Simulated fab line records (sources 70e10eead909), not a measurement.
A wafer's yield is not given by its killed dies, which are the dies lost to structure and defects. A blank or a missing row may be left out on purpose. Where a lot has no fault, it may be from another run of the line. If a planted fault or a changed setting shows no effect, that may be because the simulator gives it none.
fab line records	flow nandHarc
record lots=6	wafers=18	lastDay=31
route steps=1302 shown A_STAIRCASE@879 A_SGD_CUT@890 END@1302
lots untouched by any fault: they come from a run of this same line in which no faults occurred
startH: hours from the record's first day to the start of the lot's first wafer shown	waitH: hours from the lot's prior step to this one	" the same as in the row above	L1.1+2: one row covering several wafers at once	- no value, or no start given	* or withheld: withheld	< > ~ a bound
route shown NAME@n: names a module that has steps shown in the file, with the first one's number in the route	usual: mean/standard deviation taken from wafers without a fault	same: alike in all rows	chamber/n: place in a boat	sites: the reading at each site	_std_site: how widely they spread, as a standard deviation	_edge_site: mean of outer sites minus mean of inner sites	radiusMm: for every site, how far away it sits from the centre of the wafer	mask NAME#n: copy n	behind: the last tool/chamber to shape the wafer	hold: reason for holding the lot/hours on hold/outcome of the hold	device: the n, p or np transistor that did not switch	end of line: tests of these same wafers at the route's end	a step given without rows: its recipe and nothing more	killed: count of dies lost to structure and defects at first sort (not the wafer's yield)	map: a wafer's dies, x killed, . not, _ none there
set.NAME: the setting that was run; set.NAME@STEP: the one run at that earlier step	model.NAME: the simulator's own value behind a step, which no gauge read
lots at selected steps of the route; one table per step, one row per wafer
services: the hour from which a tool's chamber was out of use, counted from the record's first day as startH (under 0 if before that day), plus the number of hours and why
## steps
# step NHARC_A_STAIRCASE_SRD_154
# step NHARC_A_STAIRCASE_ETCH_403
# recipe targetDepthA=1082	chemistry=dHF	material=SiO2
# step NHARC_A_STAIRCASE_ETCHBACK_422
# recipe targetDepthA=400	overEtchFrac=0.3	timeS=74.286	ionEnergyEv=120	ch3fFlowSccm=50	o2FlowSccm=30	arFlowSccm=200	rfW=500	biasW=100	chemistry=CH3F/O2
# step NHARC_A_STAIRCASE_ETCH_423
# recipe targetDepthA=300	chemistry=dHF	material=SiO2
# step NHARC_A_STAIRCASE_ETCHBACK_157
# recipe targetDepthA=900	overEtchFrac=0.3	timeS=167.14	ionEnergyEv=120	ch3fFlowSccm=50	o2FlowSccm=30	arFlowSccm=200	rfW=500	biasW=100	chemistry=CH3F/O2
# step NHARC_A_STAIRCASE_STRIP_475
# recipe timeS=20	o2FlowSccm=500	arFlowSccm=0	biasW=0	chemistry=O2
# usual chamberPressureMTorr=60.00/0.056	drypumpMotorCurrentA=5.6/0.32	oesProductAu=1.001/0.0067	rfVppV=57.8/0.91	showerheadPlenumPTorr=3.54/0.15	throttleValvePct=17.037/0.009
lot.wafer	tool	chamber	startH	waitH	chamberPressureMTorr	drypumpMotorCurrentA	oesProductAu	rfHoursCounterH	rfVppV	showerheadPlenumPTorr	throttleValvePct
L653.4	rieDiel-06	1	-	-	59.99	5.3	1.009	46	59.1	3.33	17.040
L653.1	"	3	"	"	59.94	5.8	1.003	50	58.4	3.59	17.031
L653.5	"	0	"	"	60.05	6.3	1.007	-	56.4	3.52	17.042
L657.4	rieDiel-02	0	-	-	59.89	5.3	0.996	23	60.5	3.37	17.030
L657.2	"	3	"	"	59.99	5.1	1.009	23	58.1	3.79	17.059
L657.5	"	1	"	"	60.00	5.7	1.005	-	57.1	3.34	17.028
L661.1	rieDiel-09	3	-	-	59.99	5.2	1.002	4	57.9	3.51	17.057
L661.2	"	2	"	"	60.06	5.8	1.005	4	56.7	3.46	17.044
L661.6	"	3	"	"	60.05	5.2	1.008	-	57.3	3.51	17.051
L662.1	rieDiel-09	0	536.30	0.2	60.00	5.8	0.989	10	58.3	3.64	17.050
L662.5	"	0	"	"	60.09	5.7	0.999	-	57.8	3.64	17.047
L662.4	"	1	"	"	60.01	5.7	0.984	-	57.4	3.71	17.038
L663.3	rieDiel-02	1	-	-	60.06	5.7	1.000	42	56.9	3.33	17.034
L663.2	"	2	"	"	59.99	5.7	1.006	42	58.0	3.56	17.035
L663.5	"	0	"	"	60.01	5.2	1.001	-	56.5	3.37	17.027
L671.1	rieDiel-06	1	-	-	59.99	5.3	0.991	51	57.2	3.29	17.026
L671.5	"	2	"	"	59.94	5.8	0.988	-	58.1	3.69	17.038
L671.6	"	3	"	"	59.99	5.8	1.010	-	58.0	3.56	17.051
# step NHARC_A_STAIRCASE_DEP_471
# recipe targetThkA=1000	tempC=400	pressureTorr=6.5	rfW=900	teosFlowSccm=161.4	flowSccm=2650	targetThkNm=100	gas=O2	material=SiO2
# usual heaterPowerW=584/53	throttleValvePct=16.0/0.52
lot.wafer	tool	chamber	startH	waitH	heaterPowerW	sinceWetCleanH	throttleValvePct
L653.1	pecvd-04	0	446.96	-	567	165	16.1
L653.5	"	2	"	"	631	-	17.3
L653.4	"	0	"	"	568	-	16.2
L657.2	pecvd-03	0	476.71	-	604	97	15.3
L657.4	"	2	"	"	668	-	16.0
L657.5	"	0	"	"	606	-	15.3
L661.1	pecvd-03	1	516.78	-	597	137	16.6
L661.2	"	2	"	"	694	137	16.3
L661.6	"	2	"	"	694	-	16.3
L662.1	pecvd-04	1	536.42	-	629	73	15.1
L662.5	"	0	"	"	655	-	15.9
L662.4	"	2	"	"	537	-	16.6
L663.3	pecvd-02	2	536.58	-	558	92	16.3
L663.2	"	0	"	"	571	92	15.7
L663.5	"	1	"	"	456	-	16.5
L671.1	pecvd-04	2	619.55	-	544	157	16.8
L671.5	"	0	"	"	592	-	16.4
L671.6	"	1	"	"	599	-	15.4
# step NHARC_A_STAIRCASE_CMP_472
# recipe material=SiO2
# step NHARC_A_STAIRCASE_SRD_474
# step NHARC_A_STAIRCASE_INSPECT_155
# usual rawDefectCount=452/150
lot.wafer	tool	chamber	startH	waitH	rawDefectCount
L653.1	defectInspect-02	-	447.51	0.1	503
L653.4	"	-	"	"	445
L653.5	"	-	"	"	678
L657.2	defectInspect-01	-	477.29	0.1	375
L657.4	"	-	"	"	304
L657.5	"	-	"	"	354
L661.1	defectInspect-01	-	517.40	0.1	343
L661.2	"	-	"	"	514
L661.6	"	-	"	"	369
L662.1	defectInspect-02	-	537.01	0.1	391
L662.4	"	-	"	"	533
L662.5	"	-	"	"	641
L663.2	defectInspect-01	-	537.17	0.1	546
L663.3	"	-	"	"	432
L663.5	"	-	"	"	576
L671.1	defectInspect-02	-	620.10	0.1	573
L671.5	"	-	"	"	341
L671.6	"	-	"	"	341
# step NHARC_A_SGD_CUT_DEP_00
# recipe targetThkA=500	tempC=400	targetThkNm=50	flowSccm=200	rfW=450	material=SiNx
# usual heaterPowerW=712/72
lot.wafer	tool	chamber	startH	waitH	heaterPowerW	sinceWetCleanH
L653.1	pecvd-04	0	447.58	0.1	736	166
L653.4	"	0	"	"	752	-
L653.5	"	1	"	"	682	-
L657.2	pecvd-01	2	477.39	0.1	662	153
L657.4	"	1	"	"	668	-
L657.5	"	0	"	"	542	-
L661.1	pecvd-04	1	517.46	0.1	782	54
L661.2	"	2	"	"	791	55
L661.6	"	2	"	"	795	-
L662.1	pecvd-03	1	537.14	0.1	742	158
L662.5	"	2	"	"	793	-
L662.4	"	0	"	"	796	-
L663.2	pecvd-04	1	537.24	0.1	801	74
L663.3	"	2	"	"	739	74
L663.5	"	0	"	"	748	-
L671.1	pecvd-01	0	620.20	0.1	636	115
L671.6	"	2	"	"	644	-
L671.5	"	1	"	"	697	-
# step NHARC_A_SGD_CUT_DEHYDRATE_01
# recipe tempC=150	timeS=120
# step NHARC_A_SGD_CUT_HMDS_02
# recipe timeS=30
# step NHARC_A_SGD_CUT_COAT_56
# recipe tempC=260	timeS=75
# step NHARC_A_SGD_CUT_COAT_57
# recipe tempC=225	timeS=65
# step NHARC_A_SGD_CUT_COAT_03
# recipe spinRpm=1500	resistThkNm=90
# step NHARC_A_SGD_CUT_SOFTBAKE_04
# recipe tempC=105	timeS=55
# step NHARC_A_SGD_CUT_EBR_05
# step NHARC_A_SGD_CUT_EXPOSE_06
# recipe na=1.35	doseMj=85.59	maskId=SGD
# step NHARC_A_SGD_CUT_PEB_07
# recipe pebTempC=100	pebTimeS=65
# step NHARC_A_SGD_CUT_DEVELOP_08
# recipe developTimeS=35	devTempC=23
# step NHARC_A_SGD_CUT_CD_MEAS_09
# recipe targetCdNm=100	landingEnergyEv=500
# usual cdNm=100.0/0.48
lot.wafer	tool	chamber	startH	waitH	cdNm
L653.1	cdSem-02	0	448.30	-	99.7
L653.4	"	0	"	"	99.9
L653.5	"	0	"	"	99.8
L657.2	cdSem-03	0	477.97	-	100.2
L657.4	"	0	"	"	99.9
L657.5	"	0	"	"	100.7
L661.1	cdSem-01	0	518.18	-	100.1
L661.2	"	0	"	"	100.8
L661.6	"	0	"	"	100.2
L662.1	cdSem-02	0	537.80	-	99.8
L662.4	"	0	"	"	99.7
L662.5	"	0	"	"	100.0
L663.2	cdSem-03	0	537.96	-	99.9
L663.3	"	0	"	"	99.5
L663.5	"	0	"	"	99.5
L671.1	cdSem-02	0	620.90	-	99.5
L671.5	"	0	"	"	99.8
L671.6	"	0	"	"	99.7
# step NHARC_A_SGD_CUT_OVL_MEAS_10
# usual overlayXNm=0.0/0.77	overlayYNm=0.0/0.91
lot.wafer	tool	chamber	startH	waitH	overlayXNm	overlayYNm
L653.1	overlay-02	-	448.39	-	0.3	-0.3
L653.4	"	-	"	"	-0.3	0.0
L653.5	"	-	"	"	0.2	-0.3
L657.2	overlay-02	-	478.06	-	1.4	-1.0
L657.4	"	-	"	"	1.6	-0.5
L657.5	"	-	"	"	1.2	-0.7
L661.1	overlay-02	-	518.27	-	0.5	0.4
L661.2	"	-	"	"	0.1	-0.1
L661.6	"	-	"	"	0.3	0.3
L662.1	overlay-02	-	537.88	-	0.8	0.4
L662.4	"	-	"	"	0.3	0.4
L662.5	"	-	"	"	0.0	0.5
L663.2	overlay-02	-	538.05	-	0.1	-0.7
L663.3	"	-	"	"	0.2	-0.6
L663.5	"	-	"	"	0.3	-0.6
L671.1	overlay-01	-	620.99	-	0.5	-0.8
L671.5	"	-	"	"	0.5	-0.8
L671.6	"	-	"	"	0.5	-0.6
# step NHARC_A_SGD_CUT_INSPECT_11
# usual rawDefectCount=63/30
lot.wafer	tool	chamber	startH	waitH	rawDefectCount
L653.1	defectInspect-02	-	448.42	0.0	119
L653.4	"	-	"	"	114
L653.5	"	-	"	"	106
L657.2	defectInspect-01	-	478.10	0.0	79
L657.4	"	-	"	"	64
L657.5	"	-	"	"	82
L661.1	defectInspect-02	-	518.31	0.0	55
L661.2	"	-	"	"	54
L661.6	"	-	"	"	69
L662.1	defectInspect-01	-	537.92	0.0	58
L662.4	"	-	"	"	66
L662.5	"	-	"	"	67
L663.2	defectInspect-01	-	538.08	0.0	69
L663.3	"	-	"	"	71
L663.5	"	-	"	"	91
L671.1	defectInspect-01	-	621.02	0.0	64
L671.5	"	-	"	"	54
L671.6	"	-	"	"	47
# step NHARC_A_SGD_CUT_DESCUM_14
# recipe timeS=3	o2FlowSccm=200	arFlowSccm=0	biasPowerW=0	chemistry=O2
# step NHARC_A_SGD_CUT_ETCH_58
# recipe targetDepthA=390	overEtchFrac=0.3	timeS=65	ionEnergyEv=80	cf4FlowSccm=150	arFlowSccm=0	rfW=300	biasW=100	chemistry=CF4
# step NHARC_A_SGD_CUT_ETCH_59
# recipe targetDepthA=2600	overEtchFrac=0.25	timeS=406.25	ionEnergyEv=200	n2FlowSccm=150	h2FlowSccm=150	arFlowSccm=0	rfW=400	biasW=150	chemistry=N2/H2
# usual chamberPressureMTorr=30.000/0.028	drypumpMotorCurrentA=5.7/0.56	oesProductAu=1.004/0.007	rfVppV=431.2/2.5	showerheadPlenumPTorr=2.07/0.081	throttleValvePct=14.171/0.0077
lot.wafer	tool	chamber	startH	waitH	chamberPressureMTorr	drypumpMotorCurrentA	oesProductAu	rfHoursCounterH	rfVppV	showerheadPlenumPTorr	throttleValvePct
L653.1	rieDiel-11	1	-	-	30.013	4.9	1.011	0.7	429.6	2.03	14.171
L653.4	"	2	"	"	30.022	6.5	1.007	0.7	433.5	2.11	14.161
L653.5	"	1	"	"	30.010	4.9	1.006	-	431.0	2.03	14.176
L657.2	rieDiel-10	2	-	-	29.980	6.4	1.005	3.4	431.1	2.09	14.165
L657.4	"	0	"	"	29.996	6.4	1.008	3.2	431.2	2.08	14.174
L657.5	"	3	"	"	30.018	5.0	1.005	-	433.7	2.16	14.158
L661.2	rieDiel-04	3	-	-	30.024	5.4	1.009	8.1	431.6	2.09	14.174
L661.1	"	0	"	"	29.964	5.6	1.007	8.4	429.7	1.99	14.155
L661.6	"	0	"	"	30.018	5.6	1.008	-	428.8	1.99	14.165
L662.1	rieDiel-10	1	-	-	30.028	5.1	1.010	8.2	434.2	2.12	14.171
L662.4	"	2	"	"	29.991	6.4	0.997	7.0	432.2	2.09	14.176
L662.5	"	0	"	"	29.955	6.4	1.004	-	432.2	2.08	14.173
L663.3	rieDiel-11	1	-	-	30.064	4.9	0.997	7.3	429.3	2.02	14.176
L663.2	"	3	"	"	29.978	6.3	1.011	7.2	428.5	1.93	14.166
L663.5	"	1	"	"	29.971	4.9	1.002	-	428.9	2.02	14.176
L671.1	rieDiel-04	3	-	-	30.005	5.4	1.015	4.1	431.7	2.08	14.184
L671.5	"	1	"	"	30.086	5.9	1.017	-	436.7	2.18	14.169
L671.6	"	2	"	"	30.003	5.7	1.011	-	428.3	1.96	14.175
# step NHARC_A_SGD_CUT_ETCH_15
# recipe targetDepthA=750	timeS=64.3	ch3fFlowSccm=50	o2FlowSccm=30	arFlowSccm=200	rfW=500	biasW=100	chemistry=CH3F/O2
# step NHARC_A_SGD_CUT_ETCH_16
# recipe targetDepthA=3105	timeS=155.2	c4f8FlowSccm=withheld	o2FlowSccm=8	arFlowSccm=withheld	rfW=600	biasW=800	chemistry=C4F8/O2/Ar
# step NHARC_A_SGD_CUT_STRIP_60
# recipe c4f8FlowSccm=withheld	o2FlowSccm=8	arFlowSccm=withheld	biasW=0	chemistry=C4F8/O2/Ar
# step NHARC_A_SGD_CUT_STRIP_17
# recipe o2FlowSccm=500	arFlowSccm=0	biasW=0	chemistry=O2
# usual chamberPressureMTorr=59.99/0.046	drypumpMotorCurrentA=5.7/0.55	oesProductAu=1.003/0.0063	rfVppV=57.9/0.87	showerheadPlenumPTorr=3.57/0.12	throttleValvePct=17.036/0.0089
lot.wafer	tool	chamber	startH	waitH	chamberPressureMTorr	drypumpMotorCurrentA	oesProductAu	rfHoursCounterH	rfVppV	showerheadPlenumPTorr	throttleValvePct
L653.1	rieDiel-11	3	-	-	59.97	6.3	1.008	1.2	57.3	3.36	17.041
L653.4	"	0	"	"	60.01	5.3	1.006	1.4	59.8	3.69	17.016
L653.5	"	0	"	"	59.94	5.3	1.003	-	57.3	3.69	17.017
L657.2	rieDiel-10	0	-	-	60.00	6.4	0.992	3.3	58.6	3.59	17.040
L657.4	"	3	"	"	59.96	5.1	1.003	3.1	59.3	3.72	17.037
L657.5	"	1	"	"	59.98	5.1	0.992	-	57.0	3.66	17.040
L661.1	rieDiel-04	3	-	-	59.98	5.4	0.992	8.4	59.2	3.60	17.035
L661.2	"	1	"	"	60.02	5.9	1.004	7.9	58.4	3.75	17.041
L661.6	"	2	"	"	60.07	5.7	1.005	-	56.0	3.41	17.045
L662.1	rieDiel-10	2	-	-	59.95	6.4	1.004	7.2	58.1	3.61	17.032
L662.4	"	3	"	"	60.07	5.1	1.008	7.1	59.2	3.72	17.041
L662.5	"	0	"	"	59.98	6.4	1.010	-	58.8	3.59	17.028
L663.3	rieDiel-11	2	-	-	60.06	6.5	0.990	8.0	57.3	3.63	17.035
L663.2	"	3	"	"	59.98	6.3	1.008	7.4	57.3	3.35	17.022
L663.5	"	1	"	"	59.99	4.9	1.007	-	58.8	3.50	17.021
L671.1	rieDiel-04	2	-	-	59.95	5.7	0.989	4.5	58.1	3.41	17.027
L671.6	"	2	"	"	60.00	5.7	1.001	-	57.5	3.41	17.032
L671.5	"	3	"	"	60.04	5.5	0.993	-	57.7	3.60	17.038
# step NHARC_A_SGD_CUT_PRECLEAN_18
# recipe timeS=*	tempC=50	bathAgeMin=0	chemistry=SC1
# step NHARC_A_SGD_CUT_SRD_19
# step NHARC_A_SGD_CUT_DEP_20
# recipe targetThkA=1500	tempC=65	material=SiO2
# step NHARC_A_SGD_CUT_ANNEAL_27
# recipe tempC=450	timeS=1800
# step NHARC_A_SGD_CUT_CMP_21
# recipe targetThkNm=148.19
# step NHARC_A_SGD_CUT_SRD_23
# step NHARC_A_SGD_CUT_ETCH_26
# recipe targetDepthA=458	chemistry=dHF	material=SiO2
# step NHARC_A_SGD_CUT_ETCHBACK_24
# recipe targetDepthA=500	overEtchFrac=0.3	timeS=92.857	ionEnergyEv=120	ch3fFlowSccm=50	o2FlowSccm=30	arFlowSccm=200	rfW=500	biasW=100	chemistry=CH3F/O2
# usual chamberPressureMTorr=25.002/0.023	drypumpMotorCurrentA=5.7/0.55	oesProductAu=0.96/0.034	rfVppV=244.9/1.4	showerheadPlenumPTorr=2.49/0.09	throttleValvePct=20.664/0.0088
lot.wafer	tool	chamber	startH	waitH	chamberPressureMTorr	drypumpMotorCurrentA	oesProductAu	rfHoursCounterH	rfVppV	showerheadPlenumPTorr	throttleValvePct
L653.4	rieDiel-10	3	455.09	0.1	24.997	5.0	0.93	1.4	247.0	2.60	20.662
L653.1	"	0	"	"	25.016	6.4	0.94	1.5	245.4	2.50	20.677
L653.5	"	0	"	"	25.021	6.4	0.92	-	245.9	2.50	20.659
L657.2	rieDiel-04	1	487.63	0.1	25.006	5.9	0.93	6.4	247.1	2.62	20.678
L657.4	"	3	"	"	25.005	5.4	0.93	7.0	243.8	2.51	20.666
L657.5	"	2	"	"	25.028	5.7	0.93	-	243.0	2.37	20.676
L661.2	rieDiel-10	3	527.11	0.1	24.984	5.0	0.93	6.5	247.3	2.60	20.668
L661.1	"	1	"	"	25.020	5.1	0.92	7.7	246.3	2.55	20.677
L661.6	"	2	"	"	24.991	6.5	0.92	-	245.8	2.52	20.677
L663.3	rieDiel-11	1	546.12	0.2	25.002	4.9	0.92	7.7	244.6	2.44	20.652
L663.2	"	0	"	"	25.047	5.3	0.92	7.6	245.6	2.58	20.651
L663.5	"	1	"	"	24.996	4.9	0.92	-	242.9	2.44	20.661
L662.4	rieDiel-10	0	546.13	0.1	24.971	6.4	0.93	8.7	244.6	2.50	20.659
L662.1	"	3	"	"	24.982	5.0	0.92	7.9	246.5	2.60	20.662
L662.5	"	0	"	"	25.004	6.4	0.93	-	243.8	2.50	20.669
L671.1	rieDiel-11	0	627.32	0.2	24.987	5.3	1.00	0.7	245.9	2.57	20.648
L671.5	"	3	"	"	24.996	6.4	1.01	-	242.3	2.33	20.661
L671.6	"	0	"	"	25.010	5.3	1.00	-	246.2	2.57	20.657
# step NHARC_END_SORT_01
# recipe tempC=25
# usual killedAtArray=54/16	killedAtOther=0.6/0.86	killedAtPeriphery=3.8/2.6	killedDies=58/16	killedOpen=3.3/1.8	killedShort=2.7/1.7
# same grossDies=677
lot.wafer	tool	chamber	startH	waitH	killedAtArray	killedAtOther	killedAtPeriphery	killedDies	killedOpen	killedShort
L661.1	prober-01	0	650.33	2.5	675	0	2	677	5	0
L663.3	prober-01	0	664.33	3.1	668	0	9	677	0	2
# killed by level:class
L661.1 A_SGD_CUT:areaDep=628 A_CHANNEL_HOLE_D2:chamberFilmFlake=32 A_CONTACT:chamberFilmFlake=4 A_STAIRCASE:chamberFilmFlake=3 A_CHANNEL_HOLE_D1:chamberFilmFlake=2 A_WL_FILL:chamberFilmFlake=2 P_CONTACT:geometricParticle:open=1 P_M0:geometricParticle:open=1
L663.3 A_SGD_CUT:areaDep=597 A_CHANNEL_HOLE_D1:chamberFilmFlake=31 A_SLIT:chamberFilmFlake=18 P_GATE:chamberFilmFlake=6 A_CHANNEL_HOLE_D2:chamberFilmFlake=6 A_CONTACT:chamberFilmFlake=5 A_WL_FILL:chamberFilmFlake=4 A_STAIRCASE:chamberFilmFlake=3
# map L661.1 (x killed, . not)
____________x____________
_________xxxxxxx_________
_______xxxxxxxxxxx_______
______xxxxxxxxxxxxx______
_____xxxxxxxxxxxxxxx_____
____xxxxxxxxxxxxxxxxx____
____xxxxxxxxxxxxxxxxx____
___xxxxxxxxxxxxxxxxxxx___
___xxxxxxxxxxxxxxxxxxx___
__xxxxxxxxxxxxxxxxxxxxx__
__xxxxxxxxxxxxxxxxxxxxx__
_xxxxxxxxxxxxxxxxxxxxxxx_
_xxxxxxxxxxxxxxxxxxxxxxx_
_xxxxxxxxxxxxxxxxxxxxxxx_
_xxxxxxxxxxxxxxxxxxxxxxx_
_xxxxxxxxxxxxxxxxxxxxxxx_
xxxxxxxxxxxxxxxxxxxxxxxxx
xxxxxxxxxxxxxxxxxxxxxxxxx
xxxxxxxxxxxxxxxxxxxxxxxxx
xxxxxxxxxxxxxxxxxxxxxxxxx
xxxxxxxxxxxxxxxxxxxxxxxxx
_xxxxxxxxxxxxxxxxxxxxxxx_
_xxxxxxxxxxxxxxxxxxxxxxx_
_xxxxxxxxxxxxxxxxxxxxxxx_
_xxxxxxxxxxxxxxxxxxxxxxx_
_xxxxxxxxxxxxxxxxxxxxxxx_
__xxxxxxxxxxxxxxxxxxxxx__
__xxxxxxxxxxxxxxxxxxxxx__
___xxxxxxxxxxxxxxxxxxx___
___xxxxxxxxxxxxxxxxxxx___
____xxxxxxxxxxxxxxxxx____
____xxxxxxxxxxxxxxxxx____
_____xxxxxxxxxxxxxxx_____
______xxxxxxxxxxxxx______
_______xxxxxxxxxxx_______
_________xxxxxxx_________
____________x____________
# map L663.3 (x killed, . not)
____________x____________
_________xxxxxxx_________
_______xxxxxxxxxxx_______
______xxxxxxxxxxxxx______
_____xxxxxxxxxxxxxxx_____
____xxxxxxxxxxxxxxxxx____
____xxxxxxxxxxxxxxxxx____
___xxxxxxxxxxxxxxxxxxx___
___xxxxxxxxxxxxxxxxxxx___
__xxxxxxxxxxxxxxxxxxxxx__
__xxxxxxxxxxxxxxxxxxxxx__
_xxxxxxxxxxxxxxxxxxxxxxx_
_xxxxxxxxxxxxxxxxxxxxxxx_
_xxxxxxxxxxxxxxxxxxxxxxx_
_xxxxxxxxxxxxxxxxxxxxxxx_
_xxxxxxxxxxxxxxxxxxxxxxx_
xxxxxxxxxxxxxxxxxxxxxxxxx
xxxxxxxxxxxxxxxxxxxxxxxxx
xxxxxxxxxxxxxxxxxxxxxxxxx
xxxxxxxxxxxxxxxxxxxxxxxxx
xxxxxxxxxxxxxxxxxxxxxxxxx
_xxxxxxxxxxxxxxxxxxxxxxx_
_xxxxxxxxxxxxxxxxxxxxxxx_
_xxxxxxxxxxxxxxxxxxxxxxx_
_xxxxxxxxxxxxxxxxxxxxxxx_
_xxxxxxxxxxxxxxxxxxxxxxx_
__xxxxxxxxxxxxxxxxxxxxx__
__xxxxxxxxxxxxxxxxxxxxx__
___xxxxxxxxxxxxxxxxxxx___
___xxxxxxxxxxxxxxxxxxx___
____xxxxxxxxxxxxxxxxx____
____xxxxxxxxxxxxxxxxx____
_____xxxxxxxxxxxxxxx_____
______xxxxxxxxxxxxx______
_______xxxxxxxxxxx_______
_________xxxxxxx_________
____________x____________
## services
tool	chamber	startH	hours	kind
rieDiel-11	0	424.46	1.5	repair
rieDiel-04	1	426.74	13.9	repair
rieDiel-11	-	432.56	9.0	pm
rieDiel-04	3	443.03	1.7	repair
pecvd-04	-	450.00	13.0	pm
rieDiel-11	-	458.83	0.9	repair
rieDiel-06	-	485.31	9.0	pm
pecvd-01	-	492.32	13.0	pm
pecvd-04	0	495.91	13.2	repair
rieDiel-09	-	497.99	9.0	pm
rieDiel-10	2	503.39	5.5	repair
rieDiel-06	-	505.38	0.5	repair
rieDiel-11	3	514.63	3.9	repair
pecvd-04	2	517.87	4.0	repair
rieDiel-11	1	524.46	4.9	repair
rieDiel-09	2	528.34	13.0	repair
rieDiel-04	-	531.90	9.0	pm
pecvd-03	-	547.69	13.0	pm
rieDiel-10	0	561.69	2.5	repair
pecvd-03	0	568.05	28.5	repair
rieDiel-11	1	569.09	6.0	repair
rieDiel-02	-	571.62	9.0	pm
rieDiel-10	-	596.62	9.0	pm
rieDiel-11	-	609.56	9.0	pm
## key
firstSign step=NHARC_END_SORT_01	reading=killedAtArray	direction=up	sigmas=39	usual=54	struck=672
effect step=NHARC_END_SORT_01	reading=killedDies	direction=up	sigmas=38	usual=58	struck=677
moreKillsBornAt NHARC_A_SGD_CUT_DEP_00@pecvd-04=1225
metAt NHARC_A_SGD_CUT_DEP_00
struckWafers L661.1,L663.3
laterRowsLeftOut L661.1,L663.3
testerLeftOut L661,L663
onsetBetween 447.58 517.46
fault kind=processParameterDrift	tool=pecvd-04	chamber=-	onsetH=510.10	steps=NHARC_A_SGD_CUT_DEP_00	channel=targetThkNm	offset=18.04	shape=step	endH=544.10	scope=struckWafersOnly	actsIn=theseRecipesOnly	stated=50
# testerLeftOut: of these lots the tester's yield and bins aren't shown, on N5 and GAA mostly nor the transistor test; their killed dies are dies lost to structure and defects alone, not to doping, threshold or leakage, so they don't give the yield
# laterRowsLeftOut: the simulator's readings of these wafers behind a module that went badly wrong aren't trusted and aren't shown, but for the sort
